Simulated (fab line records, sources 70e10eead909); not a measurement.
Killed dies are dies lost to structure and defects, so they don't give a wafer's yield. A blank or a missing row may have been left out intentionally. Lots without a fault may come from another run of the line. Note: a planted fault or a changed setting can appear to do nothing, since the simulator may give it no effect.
Matching of chambers / flow nandHarc / NHARC_A_CHANNEL_FILL_D2_ALD_16 on aldHk-02 has 4 sister chambers
The step deposits SiO2, target thk 1.5 nm, pulse time 10 s, ald cycles 15. 30 wafers are shown with their chamber, then 12 later ones without.

== WAFERS WITH THEIR CHAMBER ==
wafer=L074.3; chamber=2; heaterPowerW (W)=478; precursorPulseHeightRel=1.013
wafer=L074.5; chamber=2; heaterPowerW (W)=479; precursorPulseHeightRel=1.024
wafer=L074.6; chamber=3; heaterPowerW (W)=400; precursorPulseHeightRel=0.998
wafer=L074.1; chamber=1; heaterPowerW (W)=537; precursorPulseHeightRel=0.981
wafer=L074.2; chamber=3; heaterPowerW (W)=390; precursorPulseHeightRel=1.035
wafer=L074.4; chamber=0; heaterPowerW (W)=458; precursorPulseHeightRel=0.987
wafer=L076.1; chamber=1; heaterPowerW (W)=536; precursorPulseHeightRel=1.034
wafer=L076.2; chamber=0; heaterPowerW (W)=461; precursorPulseHeightRel=1.013
wafer=L076.5; chamber=1; heaterPowerW (W)=519; precursorPulseHeightRel=1.033
wafer=L078.2; chamber=1; heaterPowerW (W)=538; precursorPulseHeightRel=0.969
wafer=L078.4; chamber=3; heaterPowerW (W)=401; precursorPulseHeightRel=0.984
wafer=L078.6; chamber=2; heaterPowerW (W)=473; precursorPulseHeightRel=1.009
wafer=L078.1; chamber=0; heaterPowerW (W)=461; precursorPulseHeightRel=1.030
wafer=L078.3; chamber=2; heaterPowerW (W)=476; precursorPulseHeightRel=0.991
wafer=L078.5; chamber=1; heaterPowerW (W)=523; precursorPulseHeightRel=0.965
wafer=L079.1; chamber=3; heaterPowerW (W)=416; precursorPulseHeightRel=1.039
wafer=L079.3; chamber=0; heaterPowerW (W)=450; precursorPulseHeightRel=1.036
wafer=L079.4; chamber=1; heaterPowerW (W)=499; precursorPulseHeightRel=1.002
wafer=L079.2; chamber=2; heaterPowerW (W)=481; precursorPulseHeightRel=1.016
wafer=L079.5; chamber=0; heaterPowerW (W)=445; precursorPulseHeightRel=0.982
wafer=L079.6; chamber=3; heaterPowerW (W)=415; precursorPulseHeightRel=0.995
wafer=L080.1; chamber=0; heaterPowerW (W)=442; precursorPulseHeightRel=1.027
wafer=L080.3; chamber=3; heaterPowerW (W)=422; precursorPulseHeightRel=1.012
wafer=L080.5; chamber=1; heaterPowerW (W)=515; precursorPulseHeightRel=1.025
wafer=L085.1; chamber=2; heaterPowerW (W)=477; precursorPulseHeightRel=1.028
wafer=L085.2; chamber=3; heaterPowerW (W)=413; precursorPulseHeightRel=0.985
wafer=L085.3; chamber=0; heaterPowerW (W)=455; precursorPulseHeightRel=0.947
wafer=L085.4; chamber=1; heaterPowerW (W)=522; precursorPulseHeightRel=0.997
wafer=L085.5; chamber=3; heaterPowerW (W)=426; precursorPulseHeightRel=0.978
wafer=L085.6; chamber=0; heaterPowerW (W)=452; precursorPulseHeightRel=0.977

SIGNATURES (means of the wafers above)
reading=heaterPowerW; chamber 0=453.00; chamber 1=523.62; chamber 2=477.33; chamber 3=410.38; scatter within a chamber=10.2
reading=precursorPulseHeightRel; chamber 0=0.99987; chamber 1=1.00075; chamber 2=1.01350; chamber 3=1.00325; scatter within a chamber=0.0256
Rule: a wafer lies at a distance from a chamber equal to the root of the sum of squares, over the readings, of (its reading less the chamber's mean, divided by the reading's scatter). If the next closest chamber is less than 2 further off than the closest, the wafer can't be placed; otherwise it belongs to the closest. The scatter: the root of (the sum of the squares of (reading less its chamber's mean) over the shown wafers, divided by (wafers less chambers)).

== WAFERS MISSING THEIR CHAMBER ==
wafer=L087.1; heaterPowerW (W)=447; precursorPulseHeightRel=1.006
wafer=L087.2; heaterPowerW (W)=428; precursorPulseHeightRel=0.968
wafer=L087.6; heaterPowerW (W)=444; precursorPulseHeightRel=1.011
wafer=L091.3; heaterPowerW (W)=510; precursorPulseHeightRel=1.020
wafer=L091.4; heaterPowerW (W)=466; precursorPulseHeightRel=1.000
wafer=L091.6; heaterPowerW (W)=510; precursorPulseHeightRel=1.037
wafer=L092.1; heaterPowerW (W)=460; precursorPulseHeightRel=1.026
wafer=L092.2; heaterPowerW (W)=419; precursorPulseHeightRel=0.987
wafer=L092.3; heaterPowerW (W)=478; precursorPulseHeightRel=1.031
wafer=L094.1; heaterPowerW (W)=515; precursorPulseHeightRel=1.016
wafer=L094.2; heaterPowerW (W)=477; precursorPulseHeightRel=0.967
wafer=L094.4; heaterPowerW (W)=456; precursorPulseHeightRel=0.998

== CHAMBER TAKEN BY EACH ==
wafer=L087.1; from the rows above=0; in truth=0
wafer=L087.2; from the rows above=can't be placed: 3 or 0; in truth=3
wafer=L087.6; from the rows above=0; in truth=0
wafer=L091.3; from the rows above=can't be placed: 1 or 2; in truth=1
wafer=L091.4; from the rows above=can't be placed: 2 or 0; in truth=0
wafer=L091.6; from the rows above=can't be placed: 1 or 2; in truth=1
wafer=L092.1; from the rows above=can't be placed: 0 or 2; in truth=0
wafer=L092.2; from the rows above=3; in truth=3
wafer=L092.3; from the rows above=2; in truth=2
wafer=L094.1; from the rows above=1; in truth=1
wafer=L094.2; from the rows above=can't be placed: 2 or 0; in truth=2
wafer=L094.4; from the rows above=can't be placed: 0 or 2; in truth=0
Correctly placed: 5 of 12. These rows do not allow placing 7 (true chamber among the candidates in 7). Placed wrongly: 0.
